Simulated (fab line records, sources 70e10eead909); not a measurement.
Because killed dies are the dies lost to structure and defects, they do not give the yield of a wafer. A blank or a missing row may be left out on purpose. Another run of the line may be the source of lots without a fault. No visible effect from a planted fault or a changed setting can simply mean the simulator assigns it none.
Chamber matching -- flow nand_harc -- 4 sister chambers for NHARC_P_GATE_DESCUM_93 on rie_diel-08
The step chemistry O2, time 3 s. 4 wafers are shown with their chamber, then 9 later ones without.

WAFERS PAIRED WITH THEIR CHAMBERS
wafer,chamber,showerhead_plenum_p_Torr (Torr)
L084.4,2,1.99
L084.6,3,1.98
L087.1,0,1.82
L087.5,1,1.87

WAFERS WHOSE CHAMBER IS MISSING
wafer,showerhead_plenum_p_Torr (Torr)
L088.1,1.87
L088.4,1.81
L088.5,1.87
L090.1,1.98
L090.4,1.87
L090.6,1.87
L096.1,1.81
L096.2,1.87
L096.6,1.81

WHICH CHAMBER EACH ONE RAN IN
wafer,from the rows above,in truth
L088.1,1,1
L088.4,0,0
L088.5,1,1
L090.1,can't be placed: 3 or 2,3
L090.4,1,1
L090.6,1,1
L096.1,0,0
L096.2,1,1
L096.6,0,0
Placed correctly: 8 of 9. Not placeable from these rows: 1 (in 1, the candidates include the true chamber). Wrongly placed: 0.
How it was worked out, from the rows above alone: a wafer's distance from a chamber is the root of the sum, over the readings, of the square of ((its reading less the chamber's mean) divided by the reading's scatter). The wafer belongs to the nearest chamber; if the next one is less than 2 further off, it can't be placed. For every chamber, the mean is computed from those of its wafers that are shown. The scatter: root of mean squared gap, hidden wafer to nearest shown wafer, with one shown wafer a chamber.
